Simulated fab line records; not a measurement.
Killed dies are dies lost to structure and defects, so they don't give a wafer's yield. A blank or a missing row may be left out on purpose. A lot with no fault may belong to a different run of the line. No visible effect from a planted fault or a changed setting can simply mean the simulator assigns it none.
The tool behind it: which one? + flow nand harc + Sampling: 6 lots, 18 wafers, 2 of 1302 route steps

== WHAT THE GAUGES SHOWED, per wafer ==
NHARC_A_M1_INSPECT_11.
| lot  | measured     | on                | raw defect count |
|------|--------------|-------------------|------------------|
| L159 | day 22 23:47 | defect inspect-02 | 54 55 60         |
| L161 | day 24 14:34 | defect inspect-01 | 53 55 60         |
| L162 | day 24 21:20 | defect inspect-01 | 140 142 156      |
| L173 | day 28 13:52 | defect inspect-01 | 114 139 153      |
| L176 | day 30 09:04 | defect inspect-02 | 80 75 53         |
| L180 | day 32 00:34 | defect inspect-02 | 102 100 110      |

== WHICH TOOL RAN EACH LOT (tool, then ch and the chambers of the sampled wafers, then the start) ==
| lot  | NHARC_A_M0_CMP_23             |
|------|-------------------------------|
| L159 | cmp-01 ch 0,1, day 22 21:52   |
| L161 | cmp-03 ch 0,1,2, day 24 12:32 |
| L162 | cmp-04 ch 0,2,3, day 24 19:29 |
| L173 | cmp-03 ch 0,1,2, day 28 11:19 |
| L176 | cmp-04 ch 0,2,3, day 30 07:12 |
| L180 | cmp-03 ch 2,3, day 31 22:34   |
- NHARC_A_M0_CMP_23: polishes, t overpolish 20 s, target thk 113.75 nm.

== THE ANSWER, worked out from the rows above alone ==
Rule: what is usual is taken from the lots themselves. Put in order of their means at a reading, lots are off if they are a third of the lots or fewer, leave a main group of 4 or more, and stand apart from it by a gap of 3 or more times the standard deviation of the main group's means; of several such gaps the widest counts. Not used: any main group whose means are identical at the precision the tables above print for the reading. Also off: a lot with no number at a reading for which 4 or more lots have one. Any other lot the step has rows for is counted as sound.
Across all readings shown, no lot is off: no conclusion can be drawn from this.

== WHAT THE SIMULATOR HAD INSERTED ==
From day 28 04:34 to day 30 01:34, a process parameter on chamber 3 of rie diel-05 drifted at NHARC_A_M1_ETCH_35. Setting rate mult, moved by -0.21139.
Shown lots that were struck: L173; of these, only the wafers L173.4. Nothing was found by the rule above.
